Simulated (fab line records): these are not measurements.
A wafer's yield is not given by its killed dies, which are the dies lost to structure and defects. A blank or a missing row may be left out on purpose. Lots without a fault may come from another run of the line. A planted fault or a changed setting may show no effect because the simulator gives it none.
Chamber matching / flow nand-harc / 3 sister chambers for NHARC_P_M2_STRIP_18 on rie-diel-11
The step strips in N2/H2. 3 wafers are shown with their chamber, then 6 later ones without.

EACH WAFER AND ITS CHAMBER
wafer=L086.5; chamber=1; showerhead-plenum-p-Torr (Torr)=2.04
wafer=L089.3; chamber=3; showerhead-plenum-p-Torr (Torr)=2.09
wafer=L089.5; chamber=2; showerhead-plenum-p-Torr (Torr)=2.09

WAFERS WHOSE CHAMBER IS MISSING
wafer=L091.2; showerhead-plenum-p-Torr (Torr)=2.09
wafer=L091.5; showerhead-plenum-p-Torr (Torr)=2.09
wafer=L095.3; showerhead-plenum-p-Torr (Torr)=2.09
wafer=L097.3; showerhead-plenum-p-Torr (Torr)=2.08
wafer=L097.5; showerhead-plenum-p-Torr (Torr)=2.09
wafer=L097.6; showerhead-plenum-p-Torr (Torr)=2.08

EACH ONE'S CHAMBER
wafer=L091.2; from the rows above=can't be placed: 2 or 3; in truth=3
wafer=L091.5; from the rows above=can't be placed: 2 or 3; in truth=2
wafer=L095.3; from the rows above=can't be placed: 2 or 3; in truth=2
wafer=L097.3; from the rows above=can't be placed: 2 or 3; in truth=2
wafer=L097.5; from the rows above=can't be placed: 2 or 3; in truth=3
wafer=L097.6; from the rows above=can't be placed: 2 or 3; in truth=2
Correct placement for 0 of the 6. These rows do not allow placing 6 (true chamber among the candidates in 6). 0 placed wrongly.
How it was worked out, from the rows above alone: a wafer's distance from a chamber is the root of the sum, over the readings, of the square of ((its reading less the chamber's mean) divided by the reading's scatter). The wafer belongs to the nearest chamber; if the next one is less than 2 further off, it can't be placed. For every chamber, the mean is computed from those of its wafers that are shown. The scatter: with one shown wafer a chamber, the root of the mean of the squares of how far each hidden wafer lies from its nearest shown one.
